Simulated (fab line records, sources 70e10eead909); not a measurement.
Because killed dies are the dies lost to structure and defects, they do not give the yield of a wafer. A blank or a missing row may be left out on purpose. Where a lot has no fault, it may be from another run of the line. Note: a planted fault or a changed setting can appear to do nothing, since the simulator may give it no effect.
fab line records    flow nand-harc
record: lots: 6  wafers: 18  last-day: 33
route steps=1302 shown A_CHANNEL_HOLE_D1@483 A_CHANNEL_FILL_D1@490 END@1302
lots with no fault: from the same line, run without faults
start-h: the number of hours between the record's first day and the start of the first shown wafer of the lot    wait-h: hours elapsed since this lot's preceding step    " as in the row above    L1.1+2: a row that stands for several wafers    - no value present, or no start provided    * or withheld: withheld    < > ~ a bound
route shown NAME@n: NAME is a module with steps in the file, n the number in the route of the first one    usual: mean and standard deviation over wafers with no fault    same: alike in all rows    chamber/n: place in a boat    sites: the reading at each site    _std_site: standard deviation of those values    _edge_site: the outer-site mean with the inner-site mean subtracted    radius-mm: how far each site lies from the wafer's centre    mask NAME#n: copy n    behind: the most recent tool/chamber to have shaped the wafer    hold: the reason the lot was held/the length of the hold in hours/how it ended    device: the transistor (n, p or np) that didn't switch    end of line: the tests these same wafers got at the end of their route    step lacking rows: just its recipe    killed: dies that structure and defects cost at the first sort, which is not the same as the wafer's yield    map: the dies of a wafer, with x for killed, . for not killed, _ for no die there
set.NAME: the setting that was run; set.NAME@STEP: the one run at that earlier step    model.NAME: the simulator's own value behind a step, which no gauge read
lots seen at some steps along the route; tables by step, rows by wafer
services: a tool's chamber out of use, with start hour (start-h, from the record's first day; less than 0 if before it), hours out, and reason
== steps ==
step: NHARC_A_CHANNEL_HOLE_D1_ETCH_44
recipe: target-depth-a: 1400  overetch-a: 140  time-s: 77  ion-energy-ev: 100  cf4-flow-sccm: 80  o2-flow-sccm: 20  ar-flow-sccm: 0  rf-w: 300  bias-w: 100  chemistry: CF4/O2
usual: drypump-motor-current-A: 5.9/0.35  oes_f_703_au: 1.000/0.0043  oes-product-au: 1.001/0.0083  rf-vpp-V: 197.6/1.3  showerhead-plenum-p-Torr: 1.33/0.049  throttle-valve-pct: 13.397/0.0087
lot.wafer  tool         chamber  start-h  wait-h  drypump-motor-current-A  oes_f_703_au  oes-product-au  rf-hours-counter-h  rf-vpp-V  showerhead-plenum-p-Torr  throttle-valve-pct
L382.1     rie-diel-05  1        190.39   0.1     6.0                      1.006         1.001           38                  197.4     1.28                      13.414
L382.3     "            0        "        "       5.8                      1.005         1.002           40                  197.1     1.27                      13.399
L382.4     "            0        "        "       5.8                      1.001         1.005           -                   196.9     1.27                      13.410
L396.2     rie-diel-06  0        335.02   0.1     6.0                      0.996         0.995           2                   197.6     1.32                      13.396
L396.4     "            2        "        "       5.8                      1.002         1.015           2                   197.6     1.28                      13.406
L396.6     "            3        "        "       6.5                      0.997         1.006           -                   196.7     1.31                      13.391
L397.1     rie-diel-05  1        347.92   0.1     6.0                      1.012         1.009           27                  195.9     1.27                      13.395
L397.2     "            3        "        "       5.8                      0.999         0.990           32                  199.3     1.38                      13.388
L397.5     "            1        "        "       6.0                      1.001         1.012           -                   195.9     1.27                      13.401
L400.4     rie-diel-05  2        377.81   0.1     6.1                      0.996         0.998           39                  200.2     1.42                      13.390
L400.2     "            3        "        "       5.9                      1.001         0.991           41                  198.3     1.37                      13.383
L400.5     "            1        "        "       6.0                      1.007         0.995           -                   194.9     1.27                      13.402
L401.2     rie-diel-06  2        401.79   0.1     5.8                      0.999         1.015           8                   197.6     1.28                      13.394
L401.5     "            1        "        "       5.6                      0.998         0.995           -                   199.8     1.40                      13.404
L401.6     "            2        "        "       5.8                      0.999         1.013           -                   196.5     1.28                      13.408
L402.4     rie-diel-06  0        408.49   0.1     6.0                      0.997         0.983           9                   197.6     1.31                      13.390
L402.5     "            3        "        "       6.6                      0.998         1.009           -                   197.7     1.31                      13.410
L402.6     "            0        "        "       5.9                      0.994         0.993           -                   197.1     1.31                      13.387
step: NHARC_A_CHANNEL_HOLE_D1_STRIP_27
recipe: o2-flow-sccm: 500  ar-flow-sccm: 0  bias-w: 0  chemistry: O2
step: NHARC_A_CHANNEL_HOLE_D1_PRECLEAN_28
recipe: time-s: *  temp-c: 50  bath-age-min: 0  chemistry: SC1
step: NHARC_A_CHANNEL_HOLE_D1_SRD_29
step: NHARC_A_CHANNEL_HOLE_D1_CD_MEAS_30
usual: cd-nm: 89.8/1.3
lot.wafer  tool       chamber  start-h  wait-h  cd-nm
L382.1     cd-sem-02  -        191.31   -       90.4
L382.3     "          -        "        "       88.2
L382.4     "          -        "        "       88.7
L396.2     cd-sem-01  -        335.81   -       88.3
L396.4     "          -        "        "       89.0
L396.6     "          -        "        "       89.8
L397.1     cd-sem-02  -        348.70   -       91.1
L397.2     "          -        "        "       91.4
L397.5     "          -        "        "       90.8
L400.2     cd-sem-02  -        378.60   -       90.1
L400.4     "          -        "        "       90.9
L400.5     "          -        "        "       90.7
L401.2     cd-sem-01  -        402.58   -       91.9
L401.5     "          -        "        "       93.4
L401.6     "          -        "        "       90.4
L402.4     cd-sem-02  -        409.29   -       88.6
L402.5     "          -        "        "       89.6
L402.6     "          -        "        "       90.2
step: NHARC_A_CHANNEL_HOLE_D1_XSEM_31
recipe: landing-energy-ev: 35000
usual: bot-cd-nm: 74.3/1.4  bow-nm: 8.7/0.33  tilt-deg: 0.08/0.048
lot.wafer  tool     chamber  start-h  wait-h  bot-cd-nm  bow-nm  tilt-deg
L382.1     xsem-02  0        191.40   0.1     74.1       8.5     0.14
L382.3     "        0        "        "       72.0       8.5     0.14
L382.4     "        0        "        "       71.7       8.5     0.14
L396.2     xsem-01  0        335.90   0.1     72.7       8.8     0.13
L396.4     "        0        "        "       73.2       8.7     0.13
L396.6     "        0        "        "       74.8       8.8     0.13
L397.1     xsem-01  0        348.79   0.1     76.2       8.5     0.11
L397.2     "        0        "        "       76.2       8.5     0.11
L397.5     "        0        "        "       76.7       8.5     0.11
L400.2     xsem-02  0        378.69   0.1     75.5       9.0     0.04
L400.4     "        0        "        "       75.9       9.1     0.04
L400.5     "        0        "        "       75.3       8.9     0.04
L401.2     xsem-01  0        402.67   0.1     76.6       8.9     0.11
L401.5     "        0        "        "       77.4       8.9     0.11
L401.6     "        0        "        "       75.1       9.0     0.11
L402.4     xsem-01  0        409.37   0.1     72.9       8.6     0.08
L402.5     "        0        "        "       73.3       8.6     0.08
L402.6     "        0        "        "       73.9       8.6     0.08
step: NHARC_A_CHANNEL_HOLE_D1_INSPECT_40
usual: raw-defect-count: 71/23
lot.wafer  tool               chamber  start-h  wait-h  raw-defect-count
L382.1     defect-inspect-01  -        191.50   -       112
L382.3     "                  -        "        "       128
L382.4     "                  -        "        "       125
L396.2     defect-inspect-01  -        335.99   -       56
L396.4     "                  -        "        "       74
L396.6     "                  -        "        "       58
L397.1     defect-inspect-02  -        348.88   -       98
L397.2     "                  -        "        "       87
L397.5     "                  -        "        "       99
L400.2     defect-inspect-02  -        378.79   -       80
L400.4     "                  -        "        "       107
L400.5     "                  -        "        "       96
L401.2     defect-inspect-01  -        402.77   -       75
L401.5     "                  -        "        "       75
L401.6     "                  -        "        "       65
L402.4     defect-inspect-02  -        409.46   -       64
L402.5     "                  -        "        "       55
L402.6     "                  -        "        "       79
step: NHARC_A_CHANNEL_FILL_D1_PRECLEAN_00
recipe: time-s: *  temp-c: 50  bath-age-min: 0  chemistry: SC1
step: NHARC_A_CHANNEL_FILL_D1_SRD_01
step: NHARC_A_CHANNEL_FILL_D1_ALD_02
recipe: target-thk-a: 60  pulse-time-s: 10  ald-cycles: 60  temp-c: 300  material: SiO2
step: NHARC_A_CHANNEL_FILL_D1_ALD_03
recipe: target-thk-a: 60  pulse-time-s: 60  ald-cycles: 58  temp-c: 630  pressure-torr: 2  material: SiNx
usual: precursor-pulse-height-rel: 0.997/0.019  susceptor-temp-C: 630.0/0.3
same: pulse-time-s: 60
lot.wafer  tool              chamber  start-h  wait-h  precursor-pulse-height-rel  susceptor-temp-C
L382.1     ald-sin-batch-03  0        -        -       1.021                       -
L382.3     "                 0        "        "       1.022                       -
L382.4     "                 0        "        "       1.009                       -
L396.2     ald-sin-batch-02  0        -        -       0.986                       630.1
L396.4     "                 0        "        "       1.017                       630.6
L396.6     "                 0        "        "       1.023                       630.7
L397.1     ald-sin-batch-02  0        -        -       1.008                       629.7
L397.2     "                 0        "        "       0.995                       629.6
L397.5     "                 0        "        "       0.986                       629.6
L400.2     ald-sin-batch-01  0        385.80   3.9     1.002                       630.6
L400.4     "                 0        "        "       0.994                       630.0
L400.5     "                 0        "        "       0.976                       630.4
L401.2     ald-sin-batch-01  0        -        -       1.017                       630.1
L401.5     "                 0        "        "       0.974                       630.1
L401.6     "                 0        "        "       0.998                       630.1
L402.4     ald-sin-batch-01  0        -        -       1.024                       629.8
L402.5     "                 0        "        "       1.004                       629.7
L402.6     "                 0        "        "       0.982                       629.8
step: NHARC_A_CHANNEL_FILL_D1_ALD_14
recipe: target-thk-a: 25  pulse-time-s: 10  ald-cycles: 25  temp-c: 300  material: SiO2
usual: heater-power-w: 486/35  precursor-pulse-height-rel: 1.003/0.022  susceptor-temp-C: 300.03/0.2
same: pulse-time-s: 10
lot.wafer  tool       chamber  start-h  wait-h  heater-power-w  precursor-pulse-height-rel  susceptor-temp-C
L382.3     ald-hk-02  0        198.33   0.0     472             1.013                       299.96
L382.4     "          1        "        "       554             1.016                       299.80
L382.1     "          3        "        "       519             0.985                       300.30
L396.4     ald-hk-02  2        344.66   1.5     446             0.994                       300.12
L396.2     "          3        "        "       501             0.990                       299.86
L396.6     "          2        "        "       447             1.038                       300.24
L397.1     ald-hk-04  2        356.13   0.1     517             1.006                       300.07
L397.2     "          3        "        "       442             1.017                       299.82
L397.5     "          2        "        "       507             1.044                       300.08
L400.4     ald-hk-01  0        389.50   0.1     472             1.012                       300.28
L400.2     "          1        "        "       520             0.999                       300.17
L400.5     "          3        "        "       467             1.009                       299.92
L401.2     ald-hk-04  0        412.81   2.9     499             0.964                       299.61
L401.5     "          2        "        "       529             0.966                       299.88
L401.6     "          3        "        "       458             1.006                       300.13
L402.4     ald-hk-01  3        419.44   0.2     502             1.015                       299.67
L402.5     "          0        "        "       475             0.978                       299.96
L402.6     "          1        "        "       509             1.015                       299.72
step: NHARC_A_CHANNEL_FILL_D1_ALD_15
recipe: target-thk-a: 20  pulse-time-s: 60  ald-cycles: 19  temp-c: 630  pressure-torr: 2  material: SiNx
usual: precursor-pulse-height-rel: 0.999/0.021  susceptor-temp-C: 630.02/0.27
same: pulse-time-s: 60
lot.wafer  tool              chamber  start-h  wait-h  precursor-pulse-height-rel  susceptor-temp-C
L382.1     ald-sin-batch-02  0        201.45   -       1.010                       -
L382.3     "                 0        "        "       0.983                       -
L382.4     "                 0        "        "       1.009                       -
L396.2     ald-sin-batch-01  0        347.78   -       0.994                       659.03
L396.4     "                 0        "        "       0.974                       659.24
L396.6     "                 0        "        "       0.955                       658.92
L397.1     ald-sin-batch-01  0        359.21   -       1.031                       658.99
L397.2     "                 0        "        "       0.998                       658.37
L397.5     "                 0        "        "       1.011                       659.07
L400.2     ald-sin-batch-03  0        392.77   3.1     0.994                       629.89
L400.4     "                 0        "        "       1.004                       630.05
L400.5     "                 0        "        "       1.012                       630.00
L401.2     ald-sin-batch-02  0        415.86   -       1.035                       629.65
L401.5     "                 0        "        "       0.990                       629.70
L401.6     "                 0        "        "       1.041                       629.92
L402.4     ald-sin-batch-01  0        422.45   -       0.972                       630.13
L402.5     "                 0        "        "       1.003                       630.01
L402.6     "                 0        "        "       1.030                       630.36
step: NHARC_A_CHANNEL_FILL_D1_ALD_16
recipe: target-thk-a: 15  pulse-time-s: 10  ald-cycles: 15  temp-c: 300  material: SiO2
usual: heater-power-w: 489/37  precursor-pulse-height-rel: 0.998/0.02  susceptor-temp-C: 299.98/0.2
same: pulse-time-s: 10
lot.wafer  tool       chamber  start-h  wait-h  heater-power-w  precursor-pulse-height-rel  susceptor-temp-C
L382.4     ald-hk-01  2        203.52   0.1     444             0.990                       299.86
L382.1     "          3        "        "       503             1.011                       300.20
L382.3     "          0        "        "       431             0.969                       300.19
L396.2     ald-hk-01  3        349.84   0.0     495             0.979                       299.77
L396.4     "          0        "        "       466             0.994                       299.81
L396.6     "          3        "        "       487             1.023                       299.84
L397.2     ald-hk-01  3        361.30   0.0     480             0.987                       300.00
L397.1     "          2        "        "       425             0.994                       300.01
L397.5     "          3        "        "       492             1.033                       300.05
L400.2     ald-hk-04  2        394.85   0.0     523             0.971                       300.37
L400.4     "          3        "        "       447             1.024                       300.20
L400.5     "          2        "        "       524             0.986                       300.02
L401.2     ald-hk-01  3        417.92   0.0     500             1.007                       299.51
L401.6     "          3        "        "       490             0.990                       299.55
L401.5     "          0        "        "       482             0.992                       300.02
L402.4     ald-hk-04  0        424.58   0.1     499             0.988                       300.02
L402.5     "          2        "        "       527             0.993                       299.92
L402.6     "          3        "        "       455             0.980                       299.92
step: NHARC_END_SORT_01
recipe: temp-c: 25
usual: killed-at-array: 54/18  killed-at-other: 0.7/0.87  killed-at-periphery: 3.7/2.5  killed-dies: 59/19  killed-open: 3.3/2  killed-short: 2.6/1.6
same: gross-dies: 677
lot.wafer  tool       chamber  start-h  wait-h  killed-at-array  killed-at-other  killed-at-periphery  killed-dies  killed-open  killed-short
L382.1     prober-02  0        629.66   2.5     40               2                2                    44           1            3
L382.3     prober-02  0        631.27   3.1     56               0                2                    58           8            4
L382.4     prober-02  0        632.07   3.4     37               0                3                    40           3            4
L396.2     prober-02  0        717.73   2.8     52               0                3                    55           2            2
L396.4     prober-02  0        719.37   3.5     55               0                3                    58           1            1
L396.6     prober-02  0        721.02   4.1     64               0                4                    68           2            2
killed by level:class
L382.1 A_CHANNEL_HOLE_D1:chamber-film-flake=25 A_STAIRCASE:chamber-film-flake=5 A_CHANNEL_HOLE_D2:chamber-film-flake=3 THIN_TSV:chamber-film-flake=2 P_M0:geometric-particle:open=1 A_SOURCE_PLATE:geometric-particle:short=1 A_DECK1_JOINT:geometric-particle:short=1 A_CHANNEL_FILL_D2:geometric-particle:short=1
L382.3 A_CHANNEL_HOLE_D1:chamber-film-flake=31 A_STAIRCASE:chamber-film-flake=5 A_CHANNEL_HOLE_D2:chamber-film-flake=5 A_WL_FILL:chamber-film-flake=4 A_CHANNEL_HOLE_D1:geometric-particle:open=3 P_GATE:geometric-particle:open=1 P_CONTACT:geometric-particle:open=1 A_ONON_D1:geometric-particle:short=1
L382.4 A_CHANNEL_HOLE_D1:chamber-film-flake=24 A_CHANNEL_HOLE_D2:chamber-film-flake=4 A_WL_FILL:chamber-film-flake=2 P_M1:geometric-particle:open=1 A_ONON_D1:geometric-particle:open=1 A_ONON_D2:geometric-particle:short=1 A_CHANNEL_FILL_D2:geometric-particle:short=1 A_SGD_CUT:geometric-particle:short=1
L396.2 A_SLIT:chamber-film-flake=30 A_CHANNEL_HOLE_D1:chamber-film-flake=6 A_STAIRCASE:chamber-film-flake=4 A_CONTACT:chamber-film-flake=3 A_BLC:chamber-film-flake=3 A_DECK1_JOINT:chamber-film-flake=2 A_CHANNEL_FILL_D1:geometric-particle:short=1 A_CHANNEL_FILL_D1:geometric-particle:open=1
L396.4 A_SLIT:chamber-film-flake=31 A_CHANNEL_HOLE_D1:chamber-film-flake=13 A_BLC:chamber-film-flake=5 A_STAIRCASE:chamber-film-flake=3 P_GATE:chamber-film-flake=2 A_ONON_D1:geometric-particle:open=1 A_WL_FILL:geometric-particle:short=1 P_M1:chamber-film-flake=1
L396.6 A_SLIT:chamber-film-flake=38 A_CHANNEL_HOLE_D1:chamber-film-flake=11 A_STAIRCASE:chamber-film-flake=4 A_BLC:chamber-film-flake=4 P_BONDPAD:chamber-film-flake=3 A_DECK1_JOINT:geometric-particle:short=1 A_ONON_D2:geometric-particle:open=1 A_CHANNEL_HOLE_D2:geometric-particle:short=1
== services ==
tool              chamber  start-h  hours  kind
rie-diel-05       0        172.33   6.0    repair
ald-hk-02         -        175.11   10.0   pm
ald-hk-04         -        176.01   0.7    repair
rie-diel-06       2        187.04   6.6    repair
rie-diel-06       3        224.66   6.1    repair
rie-diel-05       -        229.76   9.0    pm
ald-hk-04         -        255.25   10.0   pm
ald-sin-batch-02  -        269.13   26.0   pm
rie-diel-05       2        274.22   6.2    repair
rie-diel-05       1        277.89   1.8    repair
ald-hk-01         -        296.00   10.0   pm
ald-hk-01         0        296.00   10.0   vent-cycle
ald-hk-01         1        296.00   10.0   vent-cycle
ald-hk-01         2        296.00   10.0   vent-cycle
rie-diel-05       0        296.74   6.2    repair
rie-diel-06       -        307.35   9.0    pm
ald-hk-02         -        314.64   0.2    repair
ald-hk-01         -        354.99   1.4    repair
xsem-01           -        374.00   14.0   pm
rie-diel-06       2        385.34   11.2   repair
ald-hk-04         -        402.82   2.4    repair
rie-diel-05       -        406.76   9.0    pm
ald-sin-batch-03  -        415.07   279.4  repair
rie-diel-06       0        422.24   2.7    repair
== key ==
first-sign: step: NHARC_A_CHANNEL_FILL_D1_ALD_15  reading: susceptor-temp-C  direction: up  sigmas: 99+  usual: *  struck: *
effect none on later readings
met-at NHARC_A_CHANNEL_FILL_D1_ALD_15
struck-wafers L396.2,L396.4,L396.6,L397.1,L397.2,L397.5
tester-left-out L396,L397
fault: kind: process-parameter-drift  tool: ald-sin-batch-01  chamber: -  onset-h: 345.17  steps: NHARC_A_CHANNEL_FILL_D1_ALD_15  channel: temp-c  offset: *  shape: step  end-h: 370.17  acts-in: *  stated: *
tester-left-out: of these lots the tester's yield and bins aren't shown, on N5 and GAA mostly nor the transistor test; their killed dies are dies lost to structure and defects alone, not to doping, threshold or leakage, so they don't give the yield
